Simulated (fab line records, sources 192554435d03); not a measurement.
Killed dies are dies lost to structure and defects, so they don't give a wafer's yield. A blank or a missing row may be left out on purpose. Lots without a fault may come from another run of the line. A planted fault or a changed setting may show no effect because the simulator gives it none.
fab line records | flow n5_finfet
record lots=11 wafers=33 last_day=17
route steps=1938 shown BEOL_M14@1753 PASSIVATION@1936
lots that met no fault: from a run of the same line without faults
start_h: hours from the record's first day to the start of the lot's first wafer shown | wait_h: hours since the lot's step before | " the same as in the row above | L1.1+2: a row that stands for several wafers | - no value, or no start given | * or withheld: withheld | < > ~ a bound
route shown NAME@n: a module of which the file shows steps, and the number in the route of the first | usual: mean/standard deviation of fault-free wafers | same: alike in all rows | chamber/n: place in a boat | sites: the reading at each site | _std_site: their standard deviation | _edge_site: outer sites' mean less inner sites' | radius_mm: how far each site lies from the wafer's centre | mask NAME#n: copy n | behind: the tool/chamber that last shaped the wafer | hold: why the lot was held/for how many hours/how that ended | device: the transistor (n, p or np) that didn't switch | end of line: the same wafers' tests at the end of the route | a step without rows: its recipe alone | killed: dies lost to structure and defects at the first sort, not the wafer's yield | map: a wafer's dies, x killed, . not, _ none there
set.NAME: the setting as run; set.NAME@STEP: as run at that earlier step | model.NAME: the simulator's own value behind a step, which no gauge read
steps of the route over a sample of lots; a table a step, a row a wafer
services: from which hour (start_h, from the record's first day; less than 0 if before it) a tool's chamber was out of use, for how many hours, and why
## steps
# step N5_BEOL_M14_TRENCH_ETCH_34
# recipe chemistry=C4F8/O2/Ar target=SiO2 target_depth_a=5566.5 mask_material=SOC he_inner_torr=15 he_outer_torr=30 time_s=126.9 ion_energy_ev=800 pressure_mtorr=20 source_w=1905 bias_w=2040 Ar_flow_sccm=400 C4F8_flow_sccm=16 O2_flow_sccm=12
# usual O2_flow_sccm=12.00/0.032 drypump_motor_current_A=6.0/0.43 oes_f_703_au=0.79/0.085 oes_product_au=0.79/0.09 rf_vpp_V=2223/24 showerhead_plenum_p_Torr=3.45/0.088 throttle_valve_pct=30.96/0.22
# columns lot.wafer tool chamber start_h wait_h O2_flow_sccm drypump_motor_current_A oes_f_703_au oes_product_au rf_hours_counter_h rf_vpp_V showerhead_plenum_p_Torr throttle_valve_pct
L224.1 rie_diel-01 3 262.40 0.0 11.99 6.1 0.81 0.82 85 2213 3.47 31.11
L224.2 " 2 " " 11.94 5.9 0.72 0.73 178 2231 3.44 30.85
L224.3 " 0 " " 11.99 6.5 0.81 0.84 62 2264 3.62 31.12
L222.1 rie_diel-04 2 274.50 0.0 11.95 5.2 0.70 0.70 227 2185 3.41 31.29
L222.4 " 1 " " 12.02 5.7 0.74 0.73 176 2231 3.55 31.10
L222.5 " 1 " " 12.04 5.7 0.75 0.74 - 2232 3.55 31.10
L225.2 rie_diel-04 1 285.37 0.0 11.99 5.7 0.74 0.73 180 2231 3.54 31.10
L225.3 " 2 " " 12.00 5.2 0.70 0.70 231 2186 3.40 31.26
L225.5 " 2 " " 12.00 5.2 0.70 0.69 - 2184 3.40 31.27
L227.2 rie_diel-01 0 306.02 0.0 11.99 6.5 0.79 0.80 77 2266 3.61 31.11
L227.4 " 1 " " 12.00 6.6 0.70 0.69 238 2220 3.39 31.21
L227.5 " 0 " " 12.05 6.5 0.80 0.81 - 2264 3.61 31.12
L230.1 rie_diel-03 2 311.39 0.0 11.99 5.8 0.67 0.67 233 2210 3.38 30.93
L230.3 " 3 " " 11.95 6.2 0.91 0.92 29 2244 3.35 30.63
L230.5 " 0 " " 12.02 5.5 0.93 0.94 - 2200 3.51 30.57
L232.2 rie_diel-01 2 326.27 0.0 12.00 5.9 0.71 0.70 198 2231 3.43 30.87
L232.4 " 0 " " 12.02 6.4 0.79 0.80 84 2266 3.61 31.12
L232.6 " 1 " " 12.02 6.7 0.69 0.70 - 2220 3.39 31.23
L234.3 rie_diel-01 1 335.96 0.0 12.00 6.6 0.70 0.69 250 2220 3.39 31.24
L234.4 " 3 " " 12.04 6.1 0.79 0.78 109 2210 3.46 31.12
L234.5 " 0 " " 12.04 6.5 0.79 0.80 - 2264 3.61 31.13
L238.1 rie_diel-04 1 368.01 0.0 11.98 5.8 0.72 0.71 210 2230 3.53 31.14
L238.4 " 0 " " 12.04 5.4 0.86 0.87 - 2231 3.36 30.62
L238.5 " 1 " " 11.95 5.7 0.72 0.71 - 2230 3.53 31.14
L240.2 rie_diel-04 0 368.77 0.0 11.98 5.4 0.87 0.88 36 2230 3.36 30.63
L240.3 " 3 " " 11.93 6.1 0.82 0.83 70 2188 3.35 30.77
L240.5 " 3 " " 11.92 6.1 0.82 0.83 - 2187 3.35 30.77
L242.1 rie_diel-01 2 386.00 0.0 11.95 5.9 0.69 0.68 226 2229 3.41 30.88
L242.2 " 0 " " 11.98 6.5 0.76 0.78 110 2262 3.59 31.15
L242.6 " 0 " " 12.01 6.5 0.77 0.78 - 2262 3.59 31.14
L243.1 rie_diel-04 0 387.14 0.0 12.00 5.4 0.85 0.86 40 2229 3.36 30.62
L243.2 " 2 " " 12.01 5.1 0.95 0.98 3 2185 3.39 31.07
L243.4 " 1 " " 11.94 5.7 0.72 0.70 216 2229 3.52 31.15
# step N5_BEOL_M14_SPUTTER_44
# recipe material=Ta target_thk_a=150 temp_c=50 bias_v=80 power_w=15000 chamber_pressure_pa=0.07 time_s=24.19
# usual cathode_dc_power_W=15000/2.7 substrate_temp_c=50.00/0.13 throttle_valve_pct=29.6/1.1
# columns lot.wafer tool chamber start_h wait_h cathode_dc_power_W substrate_temp_c throttle_valve_pct
L224.1 pvd_sputter-02 - 265.63 0.0 15005 50.02 29.0
L224.2 " - " " 14999 49.98 28.5
L224.3 " - " " 15000 49.99 30.4
L222.1 pvd_sputter-02 - 276.44 0.0 15001 49.90 30.4
L222.4 " - " " 15000 49.98 30.1
L222.5 " - " " 14997 49.97 30.4
L225.2 pvd_sputter-03 - 286.23 0.0 14998 50.18 27.7
L225.3 " - " " 15004 49.95 29.8
L225.5 " - " " 15003 50.11 28.2
L227.2 pvd_sputter-03 - 310.57 0.0 15001 49.89 29.0
L227.4 " - " " 15000 49.94 30.0
L227.5 " - " " 14995 50.39 27.9
L230.1 pvd_sputter-03 - 313.35 0.0 14999 49.76 27.7
L230.3 " - " " 15005 49.82 29.1
L230.5 " - " " 14998 49.98 29.7
L232.2 pvd_sputter-03 - 328.40 0.0 14997 50.04 29.3
L232.4 " - " " 14998 50.14 29.2
L232.6 " - " " 15000 49.90 31.1
L234.3 pvd_sputter-03 - 337.87 0.0 15004 49.94 29.1
L234.4 " - " " 14998 49.91 29.0
L234.5 " - " " 14998 50.03 28.0
L238.1 pvd_sputter-02 - 369.64 0.0 15001 50.04 28.4
L238.4 " - " " 15001 50.04 29.0
L238.5 " - " " 15003 50.16 29.1
L240.2 pvd_sputter-01 - 370.16 0.0 14998 50.27 28.6
L240.3 " - " " 14999 49.97 31.1
L240.5 " - " " 15003 50.34 30.9
L242.1 pvd_sputter-02 - 388.84 0.0 15009 49.92 29.0
L242.2 " - " " 14997 49.94 30.1
L242.6 " - " " 14997 49.99 29.4
L243.1 pvd_sputter-02 - 390.36 0.0 14999 50.07 29.1
L243.2 " - " " 14997 50.04 28.3
L243.4 " - " " 14998 49.83 30.5
# step N5_BEOL_M14_SPUTTER_45
# recipe material=Cu target_thk_a=1000 temp_c=-20 bias_v=60 power_w=26000 chamber_pressure_pa=0.13 time_s=16.67
# usual cathode_dc_power_W=26000/4.8 substrate_temp_c=-20.00/0.11 throttle_valve_pct=29.6/1.1
# columns lot.wafer tool chamber start_h wait_h cathode_dc_power_W substrate_temp_c throttle_valve_pct
L224.1 pvd_sputter-02 - 265.71 0.0 25996 -19.90 29.0
L224.2 " - " " 25996 -20.04 28.4
L224.3 " - " " 25997 -19.94 30.3
L222.1 pvd_sputter-02 - 276.52 0.0 25995 -19.97 30.4
L222.4 " - " " 26002 -20.15 29.8
L222.5 " - " " 25998 -20.10 30.3
L225.2 pvd_sputter-03 - 286.31 0.0 26000 -20.04 28.0
L225.3 " - " " 25991 -20.12 30.0
L225.5 " - " " 25999 -20.14 28.2
L227.2 pvd_sputter-03 - 310.65 0.0 25994 -20.10 29.4
L227.4 " - " " 25998 -19.96 29.9
L227.5 " - " " 26006 -19.84 27.8
L230.1 pvd_sputter-03 - 313.43 0.0 21175 -19.96 28.3
L230.3 " - " " 21167 -20.05 29.1
L230.5 " - " " 21170 -19.88 29.9
L232.2 pvd_sputter-03 - 328.48 0.0 21170 -20.14 29.1
L232.4 " - " " 21168 -20.07 29.3
L232.6 " - " " 21176 -19.83 31.2
L234.3 pvd_sputter-03 - 337.95 0.0 21173 -19.87 29.3
L234.4 " - " " 21165 -20.02 29.3
L234.5 " - " " 21173 -19.88 28.1
L238.1 pvd_sputter-02 - 369.72 0.0 26004 -20.03 28.3
L238.4 " - " " 26010 -20.04 28.9
L238.5 " - " " 26004 -20.02 28.9
L240.2 pvd_sputter-01 - 370.24 0.0 26003 -20.02 29.0
L240.3 " - " " 26002 -20.16 31.3
L240.5 " - " " 25984 -19.89 30.8
L242.1 pvd_sputter-02 - 388.92 0.0 25999 -20.17 29.0
L242.2 " - " " 26001 -19.94 30.0
L242.6 " - " " 25997 -20.19 29.0
L243.1 pvd_sputter-02 - 390.44 0.0 26004 -19.91 28.8
L243.2 " - " " 25996 -19.83 28.5
L243.4 " - " " 25997 -19.98 30.5
# step N5_BEOL_M14_ANNEAL_48
# recipe temp_c=225 time_s=90 ambient=N2
# usual wafer_temp_C_max=226.0/0.33
# columns lot.wafer tool chamber start_h wait_h wafer_temp_C_max
L224.1 rtp_anneal-01 0 266.01 0.1 226.0
L224.2 " 0 " " 226.2
L224.3 " 0 " " 226.5
L222.1 rtp_anneal-02 0 276.83 0.1 226.1
L222.4 " 0 " " 225.5
L222.5 " 0 " " 225.3
L225.2 rtp_anneal-02 0 286.67 0.2 226.3
L225.3 " 0 " " 225.9
L225.5 " 0 " " 225.9
L227.2 rtp_anneal-01 0 311.11 0.3 226.4
L227.4 " 0 " " 226.6
L227.5 " 0 " " 226.9
L230.1 rtp_anneal-01 0 313.73 0.1 226.5
L230.3 " 0 " " 226.3
L230.5 " 0 " " 227.0
L232.2 rtp_anneal-01 0 329.13 0.5 226.0
L232.4 " 0 " " 226.0
L232.6 " 0 " " 226.0
L234.3 rtp_anneal-02 0 338.38 0.2 225.8
L234.4 " 0 " " 225.9
L234.5 " 0 " " 226.0
L238.1 rtp_anneal-01 0 370.03 0.1 226.3
L238.4 " 0 " " 226.2
L238.5 " 0 " " 226.4
L240.2 rtp_anneal-01 0 370.73 0.3 226.4
L240.3 " 0 " " 225.9
L240.5 " 0 " " 226.1
L242.1 rtp_anneal-01 0 389.23 0.1 225.8
L242.2 " 0 " " 226.3
L242.6 " 0 " " 226.2
L243.1 rtp_anneal-02 0 390.88 0.1 225.6
L243.2 " 0 " " 225.3
L243.4 " 0 " " 225.7
# step N5_PASSIVATION_PROBE_49
# usual defect_limited_yield=91.2/1.5 killed_at_M0_to_M3=35/11 killed_at_M4_up=13/5.6 killed_at_contacts=13/6.3 killed_at_front_end=38/12 killed_at_other=3.7/2.9 killed_dies=104/18 killed_open=69/13 killed_short=34/8.3 sort_bin_5_function=5.2/0.95 sort_bin_6_memory=3.3/0.68 sort_n_pass=1076/18 sort_yield_pct=91.2/1.5
# same gross_dies=1180 killed_at_back_side=0 sort_bin_4_leakage[%]=0 sort_bin_8_speed[%]=0
# columns lot.wafer tool chamber start_h wait_h defect_limited_yield[%] killed_at_M0_to_M3 killed_at_M4_up killed_at_contacts killed_at_front_end killed_at_other killed_dies killed_open killed_short sort_bin_5_function[%] sort_bin_6_memory[%] sort_n_pass sort_yield_pct[%]
L230.1 prober-01 - 337.84 0.0 91.9 38 18 12 26 1 95 66 25 4.4 3.5 1085 91.9
L230.3 prober-01 - 337.94 0.1 91.4 27 18 9 47 1 102 69 29 4.7 3.8 1078 91.4
L230.5 prober-01 - 338.04 0.2 88.6 54 17 18 42 4 135 78 50 7.2 3.6 1045 88.6
L232.2 prober-01 - 349.91 0.1 93.1 34 13 0 33 2 82 57 23 4.5 1.9 1098 93.1
L232.4 prober-01 - 350.01 0.2 86.5 42 27 12 76 2 159 107 42 8.3 5.1 1021 86.5
L232.6 prober-01 - 350.11 0.3 88.6 52 26 15 39 3 135 85 48 6.8 4.2 1045 88.6
L234.3 prober-01 - 362.83 0.1 93.1 28 10 11 26 7 82 53 25 4.2 2.6 1098 93.1
L234.4 prober-01 - 362.88 0.2 92.2 29 9 13 35 6 92 61 27 3.8 3.7 1088 92.2
L234.5 prober-01 - 362.93 0.2 92.6 30 7 1 38 11 87 52 32 4.4 3.0 1093 92.6
# killed by level:class
L230.1 BEOL_M0_SAQP:geometric_particle:short=11 STI_FIN_REVEAL:geometric_particle:open=10 MOL_CONTACT_COAG:geometric_particle:open=10 BEOL_M4:geometric_particle:open=10 BEOL_M0_SAQP:geometric_particle:open=9 BEOL_M2:geometric_particle:open=7 BEOL_M3:geometric_particle:open=4 FIN_SAQP:geometric_particle:short=3
L230.3 STI_FIN_REVEAL:geometric_particle:open=10 FIN_SAQP:geometric_particle:open=9 MOL_CONTACT_COAG:geometric_particle:open=8 BEOL_M0_SAQP:geometric_particle:short=7 BEOL_M0_SAQP:geometric_particle:open=6 BEOL_M4:geometric_particle:open=6 BEOL_M2:geometric_particle:open=5 FIN_SAQP:geometric_particle:short=4
L230.5 BEOL_M0_SAQP:geometric_particle:open=24 BEOL_M0_SAQP:geometric_particle:short=20 MOL_CONTACT_COAG:geometric_particle:open=14 STI_FIN_REVEAL:geometric_particle:open=8 FIN_SAQP:geometric_particle:short=7 FIN_SAQP:geometric_particle:open=5 GATE_CUT:geometric_particle:short=5 BEOL_M14:interface_void_opened=3
L232.2 BEOL_M0_SAQP:geometric_particle:open=15 FIN_SAQP:geometric_particle:open=8 FIN_SAQP:geometric_particle:short=5 BEOL_M2:geometric_particle:open=5 GATE_CUT:geometric_particle:short=4 BEOL_M0_SAQP:geometric_particle:short=4 DUMMY_GATE:geometric_particle:open=3 BEOL_M0:geometric_particle:open=3
L232.4 FIN_SAQP:geometric_particle:open=32 FIN_SAQP:geometric_particle:short=21 BEOL_M0_SAQP:geometric_particle:open=15 MOL_CONTACT_COAG:geometric_particle:open=11 BEOL_M0_SAQP:geometric_particle:short=9 BEOL_M4:geometric_particle:open=8 GATE_CUT:geometric_particle:open=7 BEOL_M14:interface_void_opened=7
L232.6 MOL_CONTACT_COAG:geometric_particle:open=12 BEOL_M0_SAQP:geometric_particle:short=11 BEOL_M0_SAQP:geometric_particle:open=11 BEOL_M4:geometric_particle:open=11 BEOL_M1:geometric_particle:open=8 BEOL_M2:geometric_particle:open=7 BEOL_M3:geometric_particle:open=7 STI_FIN_REVEAL:geometric_particle:open=5
L234.3 MOL_CONTACT_COAG:geometric_particle:open=7 BEOL_M3:geometric_particle:open=6 STI_FIN_REVEAL:geometric_particle:open=5 BEOL_M1:geometric_particle:open=5 MOL_CONTACT_COAG:geometric_particle:short=4 BEOL_M0_SAQP:geometric_particle:open=4 BEOL_M0:geometric_particle:open=4 BEOL_M14:interface_void_opened=4
L234.4 STI_FIN_REVEAL:geometric_particle:open=10 MOL_CONTACT_COAG:geometric_particle:open=9 BEOL_M0:geometric_particle:open=7 BEOL_M3:geometric_particle:open=7 GATE_CUT:geometric_particle:short=5 DUMMY_GATE:geometric_particle:open=4 BEOL_M2:geometric_particle:open=4 MOL_CONTACT_COAG:geometric_particle:short=4
L234.5 BEOL_M0_SAQP:geometric_particle:short=9 STI_FIN_REVEAL:geometric_particle:open=8 GATE_CUT:geometric_particle:short=7 FIN_SAQP:geometric_particle:open=6 FIN_SAQP:geometric_particle:short=5 DUMMY_GATE:geometric_particle:open=5 BEOL_M0_SAQP:geometric_particle:open=5 BEOL_M2:geometric_particle:open=5
## services
# columns tool chamber start_h hours kind
rie_diel-03 - 239.55 1.0 repair
rie_diel-03 0 242.02 - clean
rie_diel-03 0 242.02 - consumable_replace:focus_ring
rie_diel-04 0 244.31 - clean
rie_diel-04 0 244.31 - consumable_replace:focus_ring
rie_diel-04 0 244.31 18.2 scheduled_down
rie_diel-04 0 244.31 18.2 vent_cycle
rie_diel-03 1 261.09 19.7 repair
rtp_anneal-01 - 304.29 6.2 pm
rie_diel-03 2 333.64 14.0 repair
rie_diel-01 1 336.70 - clean
rie_diel-01 1 336.70 - consumable_replace:focus_ring
rie_diel-01 1 336.70 22.8 scheduled_down
rie_diel-01 1 336.70 22.8 vent_cycle
pvd_sputter-03 - 340.21 4.5 repair
rie_diel-04 2 345.36 - clean
rie_diel-04 2 345.36 - consumable_replace:focus_ring
rie_diel-04 2 345.36 27.9 scheduled_down
rie_diel-04 2 345.36 27.9 vent_cycle
rie_diel-04 0 346.07 5.5 repair
rie_diel-01 0 350.57 4.9 repair
rie_diel-01 3 365.79 24.3 repair
rie_diel-04 - 378.75 4.3 pm
rie_diel-01 1 381.65 11.7 repair
## key
first_sign step=N5_BEOL_M14_SPUTTER_45 reading=cathode_dc_power_W direction=down sigmas=99+ usual=* struck=*
effect none on later readings
met_at N5_BEOL_M14_SPUTTER_45
struck_lots L230,L232,L234
not_acting_at N5_BEOL_M14_TRENCH_ETCH_34,N5_BEOL_M14_SPUTTER_44,N5_BEOL_M14_ANNEAL_48
onset_between 310.65 313.43
fault kind=process_parameter_drift tool=pvd_sputter-03 chamber=- onset_h=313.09 steps=N5_BEOL_M14_SPUTTER_45 channel=power_w offset=* shape=step end_h=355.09 acts_in=* stated=*
